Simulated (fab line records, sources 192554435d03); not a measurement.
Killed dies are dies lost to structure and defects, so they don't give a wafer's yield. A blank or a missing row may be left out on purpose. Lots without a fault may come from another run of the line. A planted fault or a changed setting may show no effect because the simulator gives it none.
Chamber matching | flow n5_finfet | N5_BEOL_M7_CURE_74 on uv_cure-03: 3 sister chambers
The step cures SiCOH lowk, time 240 s. 3 wafers are shown with their chamber, then 7 later ones without.

WAFERS WITH THEIR CHAMBER
wafer  | chamber | wafer_temp_C_max
L083.6 | 2       | 387.4
L089.6 | 1       | 386.6
L093.3 | 0       | 386.5

WAFERS WITHOUT THEIR CHAMBER
wafer  | wafer_temp_C_max
L093.4 | 386.1
L094.2 | 386.2
L094.4 | 386.4
L094.5 | 386.2
L095.1 | 386.2
L095.3 | 386.1
L095.6 | 385.7

WHICH CHAMBER EACH WENT THROUGH
wafer  | from the rows above     | in truth
L093.4 | can't be placed: 0 or 1 | 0
L094.2 | can't be placed: 0 or 1 | 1
L094.4 | can't be placed: 0 or 1 | 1
L094.5 | can't be placed: 0 or 1 | 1
L095.1 | can't be placed: 0 or 1 | 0
L095.3 | can't be placed: 0 or 1 | 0
L095.6 | can't be placed: 0 or 1 | 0
Placed correctly: 0 of 7. Can't be placed from these rows: 7 (the true chamber is among the candidates in 7). Placed wrongly: 0.
How it was worked out, from the rows above alone: a wafer's distance from a chamber is the root of the sum, over the readings, of the square of ((its reading less the chamber's mean) divided by the reading's scatter). The wafer belongs to the nearest chamber; if the next one is less than 2 further off, it can't be placed. A chamber's mean is the mean of its shown wafers. The scatter: with one shown wafer a chamber, the root of the mean of the squares of how far each hidden wafer lies from its nearest shown one.
